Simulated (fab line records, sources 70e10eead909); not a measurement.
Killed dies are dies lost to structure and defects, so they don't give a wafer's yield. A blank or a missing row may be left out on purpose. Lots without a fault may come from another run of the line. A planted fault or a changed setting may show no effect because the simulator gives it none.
Which tool did it? | flow nand_harc | 12 lots, 36 wafers sampled, at 6 steps of a route of 1302

WHAT THE GAUGES READ, wafer by wafer
NHARC_P_GATE_INSPECT_68.
lot  | measured     | on                | raw_defect_count
L936 | day 5 22:25  | defect_inspect-01 | 77 179 179
L937 | day 5 22:35  | defect_inspect-02 | 395 232 268
L939 | day 7 00:03  | defect_inspect-02 | 271 253 169
L940 | day 7 09:42  | defect_inspect-02 | 159 171 156
L942 | day 8 08:40  | defect_inspect-02 | 178 175 292
L945 | day 9 11:55  | defect_inspect-02 | 813 660 837
L947 | day 10 06:42 | defect_inspect-01 | 922 659 718
L953 | day 13 02:21 | defect_inspect-02 | 196 160 173
L954 | day 13 02:40 | defect_inspect-01 | 200 123 247
L955 | day 13 16:19 | defect_inspect-01 | 198 268 380
L957 | day 14 11:58 | defect_inspect-01 | 245 189 159
L958 | day 15 02:22 | defect_inspect-01 | 302 380 324

NHARC_P_CONTACT_CD_MEAS_12: target cd 90 nm.
lot  | measured     | on        | cd_nm (nm)
L936 | day 6 00:01  | cd_sem-03 | 90.0 90.7 89.3
L937 | day 6 00:13  | cd_sem-02 | 90.3 91.8 89.8
L939 | day 7 01:32  | cd_sem-01 | 89.2 89.3 89.7
L940 | day 7 11:18  | cd_sem-02 | 90.4 89.7 90.4
L942 | day 8 10:16  | cd_sem-03 | 90.1 90.6 89.2
L945 | day 9 13:31  | cd_sem-03 | 91.3 90.8 90.7
L947 | day 10 08:11 | cd_sem-01 | 90.3 89.8 90.1
L953 | day 13 03:50 | cd_sem-02 | 89.7 90.5 91.5
L954 | day 13 04:17 | cd_sem-03 | 89.4 90.0 90.1
L955 | day 13 17:47 | cd_sem-03 | 90.2 90.6 88.9
L957 | day 14 13:35 | cd_sem-03 | 90.8 91.1 89.2
L958 | day 15 03:59 | cd_sem-03 | 89.9 89.4 89.5

NHARC_END_SORT_01.
lot  | measured     | on        | killed_at_array | killed_at_other | killed_at_periphery | killed_dies | killed_open | killed_short
L945 | day 27 12:02 | prober-02 | 65 89 58        | 2 0 2           | 85 83 74            | 152 172 134 | 0 4 4       | 4 3 6
L947 | day 28 13:14 | prober-01 | 33 30 43        | 0 0 0           | 81 76 89            | 114 106 132 | 2 1 4       | 6 2 2

WHICH TOOL RAN EACH LOT (tool, then ch and the chambers of the sampled wafers, then the start)
lot  | NHARC_P_GATE_DESCUM_48             | NHARC_P_GATE_STRIP_111               | NHARC_P_GATE_STRIP_112
L936 | rie_diel-01 ch 0,1, day 5 16:02    | plasma_asher-02 ch 0,1, day 5 16:25  | plasma_asher-01 ch 0,1, day 5 18:10
L937 | rie_diel-09 ch 0,1, day 5 16:12    | plasma_asher-01 ch 0,1, day 5 16:37  | plasma_asher-02 ch 0, day 5 18:23
L939 | rie_diel-01 ch 2,3, day 6 17:47    | plasma_asher-01 ch 0, day 6 18:10    | plasma_asher-01 ch 0,1, day 6 19:47
L940 | rie_diel-01 ch 1,2,3, day 7 03:11  | plasma_asher-01 ch 0,1, day 7 03:32  | plasma_asher-01 ch 0,1, day 7 05:17
L942 | rie_diel-09 ch 0,3, day 8 01:15    | plasma_asher-02 ch 0,1, day 8 01:46  | plasma_asher-02 ch 0,1, day 8 03:29
L945 | rie_diel-09 ch 0,1,2, day 9 05:40  | plasma_asher-01 ch 0,1, day 9 06:04  | plasma_asher-02 ch 0,1, day 9 07:49
L947 | rie_diel-01 ch 1,2,3, day 10 00:27 | plasma_asher-01 ch 0,1, day 10 00:57 | plasma_asher-01 ch 0,1, day 10 02:38
L953 | rie_diel-09 ch 0,1, day 12 19:56   | plasma_asher-01 ch 0,1, day 12 20:20 | plasma_asher-01 ch 0,1, day 12 22:02
L954 | rie_diel-09 ch 0,2, day 12 20:14   | plasma_asher-02 ch 1, day 12 20:40   | plasma_asher-02 ch 0,1, day 12 22:25
L955 | rie_diel-03 ch 2,3, day 13 10:01   | plasma_asher-02 ch 0,1, day 13 10:28 | plasma_asher-02 ch 0,1, day 13 12:13
L957 | rie_diel-09 ch 1,2,3, day 14 05:43 | plasma_asher-01 ch 0,1, day 14 06:07 | plasma_asher-02 ch 0, day 14 07:52
L958 | rie_diel-09 ch 1,2,3, day 14 19:58 | plasma_asher-02 ch 0,1, day 14 20:27 | plasma_asher-02 ch 0,1, day 14 22:04
- NHARC_P_GATE_DESCUM_48: chemistry O2, time 3 s.
- NHARC_P_GATE_STRIP_111: strips in N2/H2, time 250 s.
- NHARC_P_GATE_STRIP_112: strips in N2/H2, time 200 s.

WHAT THE TOOLS THEMSELVES READ (means of the sampled wafers that have a number; where no wafer has one, the mark that the record gives instead)
NHARC_P_GATE_DESCUM_48.
lot  | tool        | drypump_motor_current_A (A) | oes_product_au (a.u.) | rf_vpp_V (V) | showerhead_plenum_p_Torr (Torr) | throttle_valve_pct (%)
L936 | rie_diel-01 | 6.2                         | 0.993                 | 58.3         | 1.87                            | 11.307
L937 | rie_diel-09 | 5.5                         | 1.014                 | 57.3         | 1.94                            | 11.309
L939 | rie_diel-01 | 6.3                         | 1.015                 | 57.9         | 1.90                            | 11.304
L940 | rie_diel-01 | 5.9                         | 1.008                 | 57.4         | 1.87                            | 11.309
L942 | rie_diel-09 | 6.2                         | 1.005                 | 57.4         | 1.84                            | 11.305
L945 | rie_diel-09 | 5.8                         | 0.996                 | 57.6         | 1.95                            | 11.310
L947 | rie_diel-01 | 5.9                         | 0.996                 | 58.0         | 1.87                            | 11.309
L953 | rie_diel-09 | 6.0                         | 0.994                 | 58.2         | 1.87                            | 11.305
L954 | rie_diel-09 | 6.1                         | 0.999                 | 58.3         | 1.95                            | 11.301
L955 | rie_diel-03 | 5.3                         | 1.017                 | 57.1         | 1.84                            | 11.316
L957 | rie_diel-09 | 5.6                         | 1.005                 | 57.9         | 1.96                            | 11.310
L958 | rie_diel-09 | 5.6                         | 0.998                 | 58.0         | 1.96                            | 11.313

NHARC_P_GATE_STRIP_111.
lot  | tool            | drypump_motor_current_A (A) | heater_power_w (W)
L936 | plasma_asher-02 | 5.4                         | 90
L937 | plasma_asher-01 | 6.0                         | 104
L939 | plasma_asher-01 | 6.2                         | 93
L940 | plasma_asher-01 | 6.0                         | 102
L942 | plasma_asher-02 | 5.4                         | 89
L945 | plasma_asher-01 | 6.0                         | 100
L947 | plasma_asher-01 | 6.1                         | 100
L953 | plasma_asher-01 | 6.1                         | 99
L954 | plasma_asher-02 | 5.3                         | 85
L955 | plasma_asher-02 | 5.4                         | 90
L957 | plasma_asher-01 | 6.0                         | 106
L958 | plasma_asher-02 | 5.4                         | 87

NHARC_P_GATE_STRIP_112.
lot  | tool            | drypump_motor_current_A (A) | heater_power_w (W)
L936 | plasma_asher-01 | 6.0                         | 102
L937 | plasma_asher-02 | 5.5                         | 92
L939 | plasma_asher-01 | 6.0                         | 102
L940 | plasma_asher-01 | 6.0                         | 103
L942 | plasma_asher-02 | 5.4                         | 90
L945 | plasma_asher-02 | 5.4                         | 88
L947 | plasma_asher-01 | 6.1                         | 100
L953 | plasma_asher-01 | 6.1                         | 100
L954 | plasma_asher-02 | 5.4                         | 88
L955 | plasma_asher-02 | 5.4                         | 87
L957 | plasma_asher-02 | 5.5                         | 89
L958 | plasma_asher-02 | 5.4                         | 87

THE ANSWER, worked out from the rows above alone
Rule: what is usual is taken from the lots themselves. Put in order of their means at a reading, lots are off if they are a third of the lots or fewer, leave a main group of 4 or more, and stand apart from it by a gap of 3 or more times the standard deviation of the main group's means; of several such gaps the widest counts. A main group whose means are all the same, to the digits that the tables above print for the reading, isn't used. A lot without any number at a reading at which 4 lots or more have one is off too. The other lots that the step has rows for count as sound. The gauges are gone through in route order, then the tools' own readings, and for those a lot's mean is taken as printed above. The first step at which some lot is off is used, and at that step the reading that is off furthest; a lot without a number counts as furthest.
Off: L945, L947, at NHARC_P_GATE_INSPECT_68 (raw_defect_count). The main group: mean 223, standard deviation 60.
A tool fits if, at a process step before that reading, it ran every lot that is off, and no sound lot after the first of them. The gauges at NHARC_P_GATE_INSPECT_68 are tried like those tools. None of those tried fits.

WHAT THE SIMULATOR HAD PUT IN
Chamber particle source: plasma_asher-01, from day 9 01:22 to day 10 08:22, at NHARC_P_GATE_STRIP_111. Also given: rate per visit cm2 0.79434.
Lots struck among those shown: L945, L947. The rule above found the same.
